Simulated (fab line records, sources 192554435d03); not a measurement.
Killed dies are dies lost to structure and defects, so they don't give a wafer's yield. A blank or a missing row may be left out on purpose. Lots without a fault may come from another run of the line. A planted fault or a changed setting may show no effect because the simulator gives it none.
fab line records | flow n5_finfet
record lots=6 wafers=17 last_day=18
route steps=1938 shown BEOL_M11@1575 PASSIVATION@1936
lots that met no fault: from a run of the same line without faults
start_h: hours from the record's first day to the start of the lot's first wafer shown | wait_h: hours since the lot's step before | " the same as in the row above | L1.1+2: a row that stands for several wafers | - no value, or no start given | * or withheld: withheld | < > ~ a bound
route shown NAME@n: a module of which the file shows steps, and the number in the route of the first | usual: mean/standard deviation of fault-free wafers | same: alike in all rows | chamber/n: place in a boat | sites: the reading at each site | _std_site: their standard deviation | _edge_site: outer sites' mean less inner sites' | radius_mm: how far each site lies from the wafer's centre | mask NAME#n: copy n | behind: the tool/chamber that last shaped the wafer | hold: why the lot was held/for how many hours/how that ended | device: the transistor (n, p or np) that didn't switch | end of line: the same wafers' tests at the end of the route | a step without rows: its recipe alone | killed: dies lost to structure and defects at the first sort, not the wafer's yield | map: a wafer's dies, x killed, . not, _ none there
set.NAME: the setting as run; set.NAME@STEP: as run at that earlier step | model.NAME: the simulator's own value behind a step, which no gauge read
lots at some steps of the route; a table a step, a row a wafer
services: from which hour (start_h, from the record's first day; less than 0 if before it) a tool's chamber was out of use, for how many hours, and why
## steps
# step N5_BEOL_M11_VIA_ETCH_34
# recipe chemistry=C4F6/O2 target=SiCOH_lowk target_depth_a=1845 mask_material=SOC taper_deg=4 time_s=69.2 ion_energy_ev=250 pressure_mtorr=30 source_w=345 bias_w=185 Ar_flow_sccm=300 C4F6_flow_sccm=10 O2_flow_sccm=10
# usual C4F6_flow_sccm=10.002/0.03 O2_flow_sccm=10.002/0.027 drypump_motor_current_A=5.9/0.7 oes_f_703_au=0.75/0.05 oes_product_au=0.75/0.052 rf_vpp_V=666/16 showerhead_plenum_p_Torr=2.81/0.071 throttle_valve_pct=20.79/0.18
# columns lot.wafer tool chamber start_h wait_h C4F6_flow_sccm O2_flow_sccm drypump_motor_current_A oes_f_703_au oes_product_au rf_hours_counter_h rf_vpp_V showerhead_plenum_p_Torr throttle_valve_pct
L813.1 rie_diel-03 2 246.14 0.0 9.986 10.071 6.6 0.76 0.75 192 635 2.71 20.98
L813.2 " 0 " " 10.028 9.938 6.4 0.75 0.79 107 664 2.84 20.58
L813.5 " 1 " " 9.966 9.982 5.3 0.82 0.82 - 655 2.89 20.45
L818.3 rie_diel-01 3 312.60 0.0 9.996 9.955 6.4 0.82 0.81 73 650 2.78 20.91
L818.4 " 1 " " 9.974 9.978 4.9 0.66 0.67 233 673 2.70 21.00
L818.5 " 2 " " 9.992 9.961 5.2 0.68 0.67 - 673 2.84 20.71
L822.2 rie_diel-04 2 325.91 0.0 10.008 10.035 6.5 0.80 0.82 59 682 2.77 20.61
L822.4 " 3 " " 10.040 10.014 6.7 0.75 0.78 103 686 2.75 20.82
L822.6 " 2 " " 10.030 10.028 6.5 0.79 0.82 - 681 2.77 20.63
L820.1 rie_diel-03 0 329.65 0.0 9.972 9.994 6.4 0.74 0.76 130 662 2.83 20.61
L820.4 " 2 " " 10.020 10.037 6.7 0.74 0.72 - 634 2.70 21.00
L831.2 rie_diel-01 2 381.47 0.0 9.988 9.996 5.2 0.66 0.66 220 673 2.83 20.75
L831.5 " 2 " " 9.995 10.019 5.2 0.67 0.67 - 673 2.83 20.72
L831.6 " 0 " " 10.077 10.011 5.6 0.77 0.75 - 663 2.85 21.13
L833.2 rie_diel-04 2 386.11 0.0 9.967 10.009 6.5 0.77 0.80 80 681 2.76 20.65
L833.3 " 1 " " 10.015 10.009 4.7 0.70 0.70 215 672 2.93 20.82
L833.4 " 0 " " 9.969 10.017 5.4 0.67 0.68 244 685 2.90 20.78
# step N5_BEOL_M11_STRIP_73
# recipe chemistry=C4F6/O2 resist=SiARC rf_frequency_hz=6e+07
# step N5_BEOL_M11_STRIP_36
# recipe chemistry=N2/H2 power_w=450 temp_c=40 pressure_mtorr=20 rf_frequency_hz=6e+07 overash_fraction=0.3 bias_power_w=7 h2_frac=0.5 n2_flow_sccm=200 h2_flow_sccm=200
# usual drypump_motor_current_A=5.9/0.7 oes_product_au=0.76/0.054 rf_vpp_V=59.0/1.8 showerhead_plenum_p_Torr=2.51/0.074 throttle_valve_pct=23.51/0.27
# columns lot.wafer tool chamber start_h wait_h drypump_motor_current_A oes_product_au rf_hours_counter_h rf_vpp_V showerhead_plenum_p_Torr throttle_valve_pct
L813.1 rie_diel-03 2 246.20 0.0 6.6 0.74 192 60.6 2.41 23.73
L813.2 " 0 " " 6.4 0.81 107 56.2 2.55 23.59
L813.5 " 1 " " 5.3 0.83 - 61.1 2.57 22.93
L818.3 rie_diel-01 3 312.66 0.0 6.4 0.83 73 56.5 2.47 23.66
L818.4 " 1 " " 4.9 0.68 233 57.3 2.39 23.73
L818.5 " 2 " " 5.2 0.69 - 58.5 2.52 23.47
L822.2 rie_diel-04 2 325.97 0.0 6.5 0.83 59 61.0 2.46 23.11
L822.4 " 3 " " 6.7 0.79 103 59.3 2.45 23.74
L822.6 " 2 " " 6.5 0.83 - 60.5 2.46 23.06
L820.1 rie_diel-03 0 329.72 0.0 6.4 0.76 130 58.0 2.54 23.60
L820.4 " 2 " " 6.6 0.73 - 60.2 2.40 23.73
L831.2 rie_diel-01 2 381.56 0.0 5.2 0.67 220 61.7 2.51 23.45
L831.5 " 2 " " 5.2 0.68 - 59.6 2.51 23.49
L831.6 " 0 " " 5.6 0.75 - 55.4 2.53 23.48
L833.2 rie_diel-04 2 386.17 0.0 6.5 0.80 80 59.4 2.45 23.10
L833.3 " 1 " " 4.7 0.70 215 59.5 2.63 23.70
L833.4 " 0 " " 5.4 0.70 244 62.7 2.62 23.52
# step N5_BEOL_M11_TRENCH_ETCH_37
# recipe chemistry=C4F6/O2 target_depth_a=1488.3 target=SiCOH_lowk time_s=48 ion_energy_ev=250 pressure_mtorr=30 source_w=345 bias_w=185 Ar_flow_sccm=300 C4F6_flow_sccm=10 O2_flow_sccm=10
# usual C4F6_flow_sccm=10.002/0.03 O2_flow_sccm=10.004/0.028 drypump_motor_current_A=5.9/0.7 oes_f_703_au=0.75/0.05 oes_product_au=0.75/0.052 rf_vpp_V=666/16 showerhead_plenum_p_Torr=2.81/0.071 throttle_valve_pct=20.81/0.18
# columns lot.wafer tool chamber start_h wait_h C4F6_flow_sccm O2_flow_sccm drypump_motor_current_A oes_f_703_au oes_product_au rf_hours_counter_h rf_vpp_V showerhead_plenum_p_Torr throttle_valve_pct
L813.1 rie_diel-03 2 - - 9.929 10.027 6.7 0.76 0.74 192 635 2.71 20.99
L813.2 " 0 " " 10.013 9.984 6.4 0.76 0.78 107 662 2.84 20.62
L813.5 " 1 " " 9.998 9.973 5.3 0.82 0.81 - 655 2.89 20.46
L818.3 rie_diel-01 3 - - 10.000 9.979 6.4 0.81 0.82 73 652 2.78 20.94
L818.4 " 1 " " 9.994 9.999 4.9 0.66 0.68 233 674 2.70 21.01
L818.5 " 2 " " 10.035 10.018 5.2 0.68 0.69 - 674 2.84 20.73
L822.2 rie_diel-04 2 - - 9.980 10.002 6.5 0.79 0.82 59 682 2.77 20.62
L822.4 " 3 " " 9.992 10.004 6.7 0.75 0.79 103 687 2.75 20.87
L822.6 " 2 " " 10.015 10.019 6.5 0.79 0.82 - 681 2.77 20.63
L820.1 rie_diel-03 0 - - 10.020 10.029 6.4 0.74 0.75 130 661 2.83 20.65
L820.4 " 2 " " 9.999 10.000 6.6 0.74 0.72 - 635 2.70 21.04
L831.2 rie_diel-01 2 - - 9.978 9.962 5.2 0.67 0.67 220 674 2.83 20.77
L831.5 " 2 " " 9.998 9.973 5.2 0.67 0.67 - 675 2.83 20.76
L831.6 " 0 " " 10.056 10.041 5.6 0.77 0.75 - 664 2.85 21.13
L833.2 rie_diel-04 2 - - 10.025 9.964 6.5 0.77 0.80 80 682 2.76 20.66
L833.3 " 1 " " 9.985 10.034 4.7 0.70 0.71 215 674 2.93 20.81
L833.4 " 0 " " 10.031 10.005 5.4 0.67 0.69 244 685 2.90 20.81
# step N5_BEOL_M11_ETCH_41
# recipe chemistry=CH3F/O2 target=SiCN target_depth_a=426 taper_deg=2 time_s=86 ion_energy_ev=120 mask_material=TiN pressure_mtorr=30 source_w=395 bias_w=75 Ar_flow_sccm=150 CH3F_flow_sccm=30 O2_flow_sccm=20
# usual O2_flow_sccm=20.00/0.065 drypump_motor_current_A=5.9/0.7 oes_product_au=0.75/0.051 rf_vpp_V=296.9/1.4 showerhead_plenum_p_Torr=1.98/0.053 throttle_valve_pct=16.24/0.17
# columns lot.wafer tool chamber start_h wait_h O2_flow_sccm drypump_motor_current_A oes_product_au rf_hours_counter_h rf_vpp_V showerhead_plenum_p_Torr throttle_valve_pct
L813.1 rie_diel-03 2 - - 19.97 6.6 0.74 192 295.4 1.90 16.43
L813.2 " 0 " " 19.95 6.4 0.78 107 298.6 2.00 16.10
L813.5 " 1 " " 19.94 5.3 0.81 - 297.5 2.03 15.87
L818.3 rie_diel-01 3 - - 20.03 6.4 0.81 73 296.0 1.95 16.27
L818.4 " 1 " " 19.93 4.9 0.67 233 296.4 1.89 16.46
L818.5 " 2 " " 20.01 5.2 0.67 - 295.4 1.99 16.17
L822.2 rie_diel-04 2 - - 20.00 6.5 0.81 59 295.2 1.95 16.05
L822.4 " 3 " " 20.02 6.8 0.78 103 296.5 1.93 16.22
L822.6 " 2 " " 19.99 6.5 0.81 - 295.4 1.95 16.05
L820.1 rie_diel-03 0 - - 20.01 6.4 0.75 130 296.9 1.99 16.14
L820.4 " 2 " " 19.99 6.6 0.71 - 294.8 1.89 16.48
L831.2 rie_diel-01 2 - - 19.98 5.2 0.68 220 296.8 1.98 16.19
L831.5 " 2 " " 20.05 5.2 0.67 - 296.5 1.98 16.19
L831.6 " 0 " " 19.98 5.6 0.76 - 298.0 2.00 16.51
L833.2 rie_diel-04 2 - - 19.94 6.4 0.80 80 296.0 1.94 16.10
L833.3 " 1 " " 20.11 4.7 0.70 215 298.6 2.06 16.28
L833.4 " 0 " " 19.87 5.3 0.69 244 297.3 2.04 16.33
# step N5_BEOL_M11_STRIP_77
# recipe chemistry=N2/H2 time_s=10 power_w=450 temp_c=40 pressure_mtorr=20 rf_frequency_hz=6e+07 bias_power_w=7 n2_flow_sccm=200 h2_flow_sccm=200
# step N5_BEOL_M11_OCD_MEAS_38
# usual trench_depth_nm=146.2/2.5
# columns lot.wafer tool chamber start_h wait_h trench_depth_nm
L813.1 ocd-02 - 246.42 - 147.1
L813.2 " - " " 142.7
L813.5 " - " " 146.5
L818.3 ocd-02 - 312.88 - 146.9
L818.4 " - " " 144.2
L818.5 " - " " 144.2
L822.2 ocd-02 - 326.19 - 148.2
L822.4 " - " " 150.7
L822.6 " - " " 147.0
L820.1 ocd-01 - 329.94 - 141.3
L820.4 " - " " 145.5
L831.2 ocd-01 - 381.88 - 142.7
L831.5 " - " " 142.0
L831.6 " - " " 148.6
L833.2 ocd-02 - 386.39 - 146.4
L833.3 " - " " 149.5
L833.4 " - " " 146.5
# step N5_BEOL_M11_HM_STRIP_39
# recipe chemistry=peroxide_tin_strip material=TiN target_depth_a=250 temp_c=50 time_s=158
# step N5_BEOL_M11_SRD_40
# recipe time_s=30 temp_c=23 rinse_liquid=diw dry=ipa_marangoni
# step N5_BEOL_M11_PRECLEAN_42
# recipe chemistry=residue_remover time_s=60 temp_c=40
# step N5_BEOL_M11_SRD_43
# recipe time_s=30 temp_c=23 rinse_liquid=diw dry=ipa_marangoni
# step N5_BEOL_M11_CD_MEAS_35
# recipe target_cd_nm=70 polarity=opening
# usual cd_nm=70.3/0.69
# columns lot.wafer tool chamber start_h wait_h cd_nm
L813.1 cd_sem-03 - 246.58 0.0 70.8
L813.2 " - " " 69.5
L813.5 " - " " 70.3
L818.3 cd_sem-01 - 313.04 0.0 70.1
L818.4 " - " " 69.9
L818.5 " - " " 70.7
L822.2 cd_sem-02 - 326.34 0.0 69.8
L822.4 " - " " 69.6
L822.6 " - " " 70.5
L820.1 cd_sem-02 - 330.10 0.0 70.2
L820.4 " - " " 69.6
L831.2 cd_sem-03 - 382.03 0.0 69.7
L831.5 " - " " 69.7
L831.6 " - " " 70.8
L833.2 cd_sem-01 - 386.55 0.0 70.6
L833.3 " - " " 70.1
L833.4 " - " " 69.3
# step N5_BEOL_M11_CURE_72
# recipe temp_c=370 time_s=120 ambient=DMADMS/He material=SiCOH_lowk
# usual lamp_power_pct=52.31/0.052 run_length_s=177.9/0.63 wafer_temp_C_max=371.8/0.78
# columns lot.wafer tool chamber start_h wait_h lamp_power_pct run_length_s wafer_temp_C_max
L813.1 uv_cure-01 2 246.62 0.0 52.29 178.0 372.3
L813.2 " 2 " " 52.35 178.2 372.5
L813.5 " 2 " " 52.24 177.9 373.1
L818.3 uv_cure-02 0 313.17 0.1 52.33 177.9 371.3
L818.4 " 0 " " 52.30 177.7 371.5
L818.5 " 0 " " 52.37 177.8 371.6
L822.2 uv_cure-01 0 326.50 0.2 52.22 178.4 372.3
L822.4 " 0 " " 52.34 184.9 371.5
L822.6 " 0 " " 52.30 184.1 372.2
L820.1 uv_cure-01 2 330.14 0.0 52.36 178.0 375.0
L820.4 " 2 " " 52.32 184.9 372.5
L831.2 uv_cure-03 2 382.13 0.1 52.41 177.2 373.3
L831.5 " 2 " " 52.23 176.6 372.6
L831.6 " 2 " " 52.28 177.0 372.8
L833.2 uv_cure-03 1 386.64 0.1 52.33 177.7 371.2
L833.3 " 1 " " 52.18 177.5 370.7
L833.4 " 1 " " 52.30 177.7 370.9
# step N5_BEOL_M11_DEGAS_44
# recipe ambient=vacuum temp_c=250 time_s=60
# usual heater_power_w=338/33
# columns lot.wafer tool chamber start_h wait_h heater_power_w
L813.1 pvd_sputter-02 - 247.00 0.3 331
L813.2 " - " " 354
L813.5 " - " " 326
L818.3 pvd_sputter-01 - 313.48 0.3 295
L818.4 " - " " 295
L818.5 " - " " 367
L822.2 pvd_sputter-01 - 327.26 0.7 303
L822.4 " - " " 391
L822.6 " - " " 300
L820.1 pvd_sputter-01 - 330.52 0.3 385
L820.4 " - " " 304
L831.2 pvd_sputter-02 - 383.03 0.9 337
L831.5 " - " " 335
L831.6 " - " " 340
L833.2 pvd_sputter-01 - 387.33 0.6 300
L833.3 " - " " 387
L833.4 " - " " 363
# step N5_PASSIVATION_PROBE_49
# usual defect_limited_yield=91.4/1.5 killed_at_M0_to_M3=33/11 killed_at_M4_up=14/5.3 killed_at_contacts=13/6.2 killed_at_front_end=39/13 killed_at_other=3.1/2.8 killed_dies=102/17 killed_on_rim=13/3.8 killed_open=68/13 killed_short=32/7.8 sort_bin_5_function=5.1/0.95 sort_bin_6_memory=3.2/0.7 sort_n_pass=1078/18 sort_yield_pct=91.3/1.5
# same gross_dies=1180 killed_at_back_side=0 sort_bin_4_leakage[%]=0 sort_bin_8_speed[%]=0
# columns lot.wafer tool chamber start_h wait_h defect_limited_yield[%] killed_at_M0_to_M3 killed_at_M4_up killed_at_contacts killed_at_front_end killed_at_other killed_dies killed_on_rim killed_open killed_short sort_bin_5_function[%] sort_bin_6_memory[%] sort_n_pass sort_yield_pct[%]
L818.3 prober-02 - 357.97 0.1 89.3 56 15 22 31 2 126 20 88 36 6.3 4.2 1054 89.3
L818.4 prober-02 - 358.02 0.2 90.4 39 7 14 50 3 113 16 83 30 5.5 3.9 1067 90.4
L818.5 prober-02 - 358.07 0.2 89.6 40 13 15 48 7 123 15 87 34 6.4 3.8 1057 89.6
L822.2 prober-01 - 371.75 0.1 90.9 38 22 9 33 5 107 13 72 34 5.8 3.0 1073 90.9
L822.4 prober-01 - 371.85 0.2 93.5 23 16 7 29 2 77 9 55 22 4.0 2.3 1103 93.5
L822.6 prober-01 - 371.95 0.3 89.0 40 34 9 38 9 130 16 89 39 5.8 4.9 1050 89.0
L820.1 prober-02 - 372.87 0.0 90.4 30 17 17 44 5 113 21 86 22 5.4 3.7 1067 90.4
L820.4 prober-02 - 373.02 0.2 93.6 17 18 13 23 4 75 7 50 22 3.4 2.5 1105 93.6
# killed by level:class
L818.3 MOL_CONTACT_COAG:geometric_particle:open=19 BEOL_M1:geometric_particle:open=14 BEOL_M0_SAQP:geometric_particle:short=13 BEOL_M0_SAQP:geometric_particle:open=13 STI_FIN_REVEAL:geometric_particle:open=9 BEOL_M4:geometric_particle:open=8 FIN_SAQP:geometric_particle:short=5 BEOL_M1:geometric_particle:short=5
L818.4 STI_FIN_REVEAL:geometric_particle:open=20 MOL_CONTACT_COAG:geometric_particle:open=12 BEOL_M0_SAQP:geometric_particle:open=10 BEOL_M0_SAQP:geometric_particle:short=9 BEOL_M1:geometric_particle:open=7 FIN_SAQP:geometric_particle:open=6 FIN_SAQP:geometric_particle:short=5 DUMMY_GATE:geometric_particle:open=5
L818.5 STI_FIN_REVEAL:geometric_particle:open=24 BEOL_M1:geometric_particle:open=17 MOL_CONTACT_COAG:geometric_particle:open=12 DUMMY_GATE:geometric_particle:open=7 BEOL_M0_SAQP:geometric_particle:open=6 BEOL_M4:geometric_particle:open=6 BEOL_M0_SAQP:geometric_particle:short=5 BEOL_M4:geometric_particle:short=5
L822.2 FIN_SAQP:geometric_particle:open=12 BEOL_M4:geometric_particle:open=11 BEOL_M1:geometric_particle:open=10 BEOL_M0_SAQP:geometric_particle:short=8 MOL_CONTACT_COAG:geometric_particle:open=7 BEOL_M0_SAQP:geometric_particle:open=6 BEOL_M2:geometric_particle:open=6 DUMMY_GATE:geometric_particle:open=4
L822.4 BEOL_M4:geometric_particle:open=11 BEOL_M3:geometric_particle:open=8 STI_FIN_REVEAL:geometric_particle:open=6 MOL_CONTACT_COAG:geometric_particle:open=5 BEOL_M0_SAQP:geometric_particle:short=4 FIN_SAQP:geometric_particle:open=3 FIN_SAQP:geometric_particle:short=3 BEOL_M1:geometric_particle:open=3
L822.6 BEOL_M4:geometric_particle:open=18 FIN_SAQP:geometric_particle:short=12 BEOL_M2:geometric_particle:open=10 MOL_CONTACT_COAG:geometric_particle:open=9 BEOL_M3:geometric_particle:open=8 FIN_SAQP:geometric_particle:open=7 BEOL_M0_SAQP:geometric_particle:open=7 BEOL_M1:geometric_particle:open=7
L820.1 MOL_CONTACT_COAG:geometric_particle:open=17 STI_FIN_REVEAL:geometric_particle:open=16 BEOL_M4:geometric_particle:open=12 BEOL_M3:geometric_particle:open=8 BEOL_M0_SAQP:geometric_particle:open=7 BEOL_M0_SAQP:geometric_particle:short=6 BEOL_M2:geometric_particle:open=5 FIN_SAQP:geometric_particle:open=4
L820.4 MOL_CONTACT_COAG:geometric_particle:open=10 DUMMY_GATE:geometric_particle:open=6 BEOL_M0_SAQP:geometric_particle:short=5 BEOL_M4:geometric_particle:open=5 BEOL_M0_SAQP:geometric_particle:open=4 BEOL_M3:geometric_particle:open=4 STI_FIN_REVEAL:geometric_particle:open=3 STARTING-WAFER:geometric_particle:short=3
## services
# columns tool chamber start_h hours kind
uv_cure-02 - 225.19 7.1 pm
rie_diel-01 3 233.71 4.6 repair
rie_diel-03 - 247.81 0.9 repair
uv_cure-03 - 259.13 9.8 repair
rie_diel-03 1 292.57 11.4 repair
uv_cure-01 - 296.42 5.3 repair
uv_cure-02 - 307.08 2.8 pm
rie_diel-04 - 307.34 1.1 repair
rie_diel-03 3 329.30 4.3 repair
rie_diel-04 3 332.64 7.5 repair
rie_diel-04 0 334.08 6.7 repair
uv_cure-01 - 338.91 1.0 pm
rie_diel-03 3 348.00 1.3 repair
rie_diel-03 3 361.07 - clean
rie_diel-03 3 361.07 - consumable_replace:focus_ring
rie_diel-03 3 361.07 29.4 scheduled_down
rie_diel-03 3 361.07 29.4 vent_cycle
rie_diel-01 1 372.75 - clean
rie_diel-01 1 372.75 - consumable_replace:focus_ring
rie_diel-01 1 372.75 - consumable_replace:showerhead
rie_diel-01 1 372.75 22.7 scheduled_down
rie_diel-01 1 372.75 22.7 vent_cycle
rie_diel-01 3 380.65 7.9 repair
## key
first_sign step=N5_BEOL_M11_CURE_72 reading=run_length_s direction=up sigmas=11 usual=* struck=*
effect none on later readings
met_at N5_BEOL_M11_CURE_72
struck_wafers L820.4,L822.4,L822.6
onset_between 246.62 326.50
fault kind=process_parameter_drift tool=uv_cure-01 chamber=- onset_h=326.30 steps=N5_BEOL_M11_CURE_72 channel=time_s offset=* shape=step end_h=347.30 scope=struck_wafers_only acts_in=* stated=*
